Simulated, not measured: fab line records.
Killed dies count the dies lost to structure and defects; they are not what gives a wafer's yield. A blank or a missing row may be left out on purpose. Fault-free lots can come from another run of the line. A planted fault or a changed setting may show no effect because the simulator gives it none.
Chamber matching :: flow n5 finfet :: rie si-04 running N5_FIN_SAQP_MANDREL2_REMOVE_60: 4 sister chambers
The step chemistry HBr/Cl2/O2, target a-Si, stops on SiNx, bt time 10 s. 18 wafers are shown with their chamber, then 9 later ones without.

== WAFERS PAIRED WITH THEIR CHAMBERS ==
wafer: L075.1
chamber: 3
throttle valve pct (%): 36.6
drypump motor current A (A): 5.22
oes product au (a.u.): 1.018

wafer: L075.2
chamber: 1
throttle valve pct (%): 36.3
drypump motor current A (A): 5.42
oes product au (a.u.): 1.031

wafer: L075.4
chamber: 1
throttle valve pct (%): 36.3
drypump motor current A (A): 5.42
oes product au (a.u.): 1.015

wafer: L077.2
chamber: 0
throttle valve pct (%): 36.5
drypump motor current A (A): 5.58
oes product au (a.u.): 1.021

wafer: L077.3
chamber: 2
throttle valve pct (%): 37.0
drypump motor current A (A): 6.01
oes product au (a.u.): 1.032

wafer: L077.4
chamber: 1
throttle valve pct (%): 36.3
drypump motor current A (A): 5.45
oes product au (a.u.): 1.023

wafer: L078.1
chamber: 3
throttle valve pct (%): 36.6
drypump motor current A (A): 5.21
oes product au (a.u.): 1.021

wafer: L078.3
chamber: 2
throttle valve pct (%): 36.9
drypump motor current A (A): 5.98
oes product au (a.u.): 1.033

wafer: L078.5
chamber: 2
throttle valve pct (%): 36.9
drypump motor current A (A): 6.01
oes product au (a.u.): 1.036

wafer: L080.2
chamber: 3
throttle valve pct (%): 36.6
drypump motor current A (A): 5.27
oes product au (a.u.): 1.024

wafer: L080.4
chamber: 2
throttle valve pct (%): 36.9
drypump motor current A (A): 6.00
oes product au (a.u.): 1.032

wafer: L080.5
chamber: 1
throttle valve pct (%): 36.3
drypump motor current A (A): 5.43
oes product au (a.u.): 1.015

wafer: L081.1
chamber: 1
throttle valve pct (%): 36.3
drypump motor current A (A): 5.43
oes product au (a.u.): 1.017

wafer: L081.5
chamber: 3
throttle valve pct (%): 36.6
drypump motor current A (A): 5.24
oes product au (a.u.): 1.031

wafer: L081.6
chamber: 2
throttle valve pct (%): 36.9
drypump motor current A (A): 5.98
oes product au (a.u.): 1.043

wafer: L083.2
chamber: 2
throttle valve pct (%): 36.9
drypump motor current A (A): 5.99
oes product au (a.u.): 1.024

wafer: L083.4
chamber: 0
throttle valve pct (%): 36.5
drypump motor current A (A): 5.59
oes product au (a.u.): 1.021

wafer: L083.6
chamber: 1
throttle valve pct (%): 36.3
drypump motor current A (A): 5.44
oes product au (a.u.): 1.021

SIGNATURES (means of the wafers above)
reading: throttle valve pct
chamber 0: 36.500
chamber 1: 36.300
chamber 2: 36.917
chamber 3: 36.600
scatter within a chamber: 0.0244

reading: drypump motor current A
chamber 0: 5.5850
chamber 1: 5.4317
chamber 2: 5.9950
chamber 3: 5.2350
scatter within a chamber: 0.0164

reading: oes product au
chamber 0: 1.02100
chamber 1: 1.02033
chamber 2: 1.03333
chamber 3: 1.02350
scatter within a chamber: 0.00582
Rule: distance of a wafer from a chamber = root of the sum over the readings of ((wafer's reading minus chamber's mean) / reading's scatter) squared. The wafer belongs to the nearest chamber; if the next one is less than 2 further off, it can't be placed. The scatter: the root of (the sum of the squares of (reading less its chamber's mean) over the shown wafers, divided by (wafers less chambers)).

== WAFERS WITHOUT THEIR CHAMBER ==
wafer: L090.2
throttle valve pct (%): 36.9
drypump motor current A (A): 5.99
oes product au (a.u.): 1.025

wafer: L090.5
throttle valve pct (%): 36.6
drypump motor current A (A): 5.23
oes product au (a.u.): 1.012

wafer: L090.6
throttle valve pct (%): 36.5
drypump motor current A (A): 5.58
oes product au (a.u.): 1.030

wafer: L092.1
throttle valve pct (%): 36.9
drypump motor current A (A): 6.00
oes product au (a.u.): 1.025

wafer: L092.2
throttle valve pct (%): 36.3
drypump motor current A (A): 5.43
oes product au (a.u.): 1.030

wafer: L092.5
throttle valve pct (%): 36.3
drypump motor current A (A): 5.44
oes product au (a.u.): 1.024

wafer: L094.2
throttle valve pct (%): 36.9
drypump motor current A (A): 5.99
oes product au (a.u.): 1.028

wafer: L094.3
throttle valve pct (%): 36.6
drypump motor current A (A): 5.25
oes product au (a.u.): 1.014

wafer: L094.6
throttle valve pct (%): 36.3
drypump motor current A (A): 5.44
oes product au (a.u.): 1.020

== THE CHAMBER EACH PASSED THROUGH ==
wafer: L090.2
from the rows above: 2
in truth: 2

wafer: L090.5
from the rows above: 3
in truth: 3

wafer: L090.6
from the rows above: 0
in truth: 0

wafer: L092.1
from the rows above: 2
in truth: 2

wafer: L092.2
from the rows above: 1
in truth: 1

wafer: L092.5
from the rows above: 1
in truth: 1

wafer: L094.2
from the rows above: 2
in truth: 2

wafer: L094.3
from the rows above: 3
in truth: 3

wafer: L094.6
from the rows above: 1
in truth: 1
Placed correctly: 9 of 9. Number that these rows cannot place: 0. Number placed wrongly: 0.
